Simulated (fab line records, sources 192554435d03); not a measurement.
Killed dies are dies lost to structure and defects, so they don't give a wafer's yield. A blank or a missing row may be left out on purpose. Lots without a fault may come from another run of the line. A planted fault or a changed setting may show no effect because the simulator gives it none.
Chamber matching | flow n5_finfet | N5_BEOL_M2_CO_CAP_55 on cvd_co-02: 3 sister chambers
The step material Co, precursor CCTBA/H2, target thk 2 nm, time 102.1 s. 6 wafers are shown with their chamber, then 8 later ones without.

WAFERS WITH THEIR CHAMBER
wafer  | chamber | heater_power_w (W)
L080.5 | 0       | 219
L088.1 | 2       | 208
L088.4 | 0       | 217
L093.4 | 2       | 206
L093.5 | 1       | 261
L094.1 | 1       | 268

WAFERS WITHOUT THEIR CHAMBER
wafer  | heater_power_w (W)
L094.2 | 221
L094.3 | 209
L097.1 | 208
L097.2 | 269
L097.5 | 217
L096.2 | 222
L096.3 | 210
L096.6 | 274

WHICH CHAMBER EACH WENT THROUGH
wafer  | from the rows above     | in truth
L094.2 | 0                       | 0
L094.3 | 2                       | 2
L097.1 | 2                       | 2
L097.2 | 1                       | 1
L097.5 | 0                       | 0
L096.2 | 0                       | 0
L096.3 | can't be placed: 2 or 0 | 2
L096.6 | 1                       | 1
Placed correctly: 7 of 8. Can't be placed from these rows: 1 (the true chamber is among the candidates in 1). Placed wrongly: 0.
How it was worked out, from the rows above alone: a wafer's distance from a chamber is the root of the sum, over the readings, of the square of ((its reading less the chamber's mean) divided by the reading's scatter). The wafer belongs to the nearest chamber; if the next one is less than 2 further off, it can't be placed. A chamber's mean is the mean of its shown wafers. The scatter: the root of (the sum of the squares of (reading less its chamber's mean) over the shown wafers, divided by (wafers less chambers)).
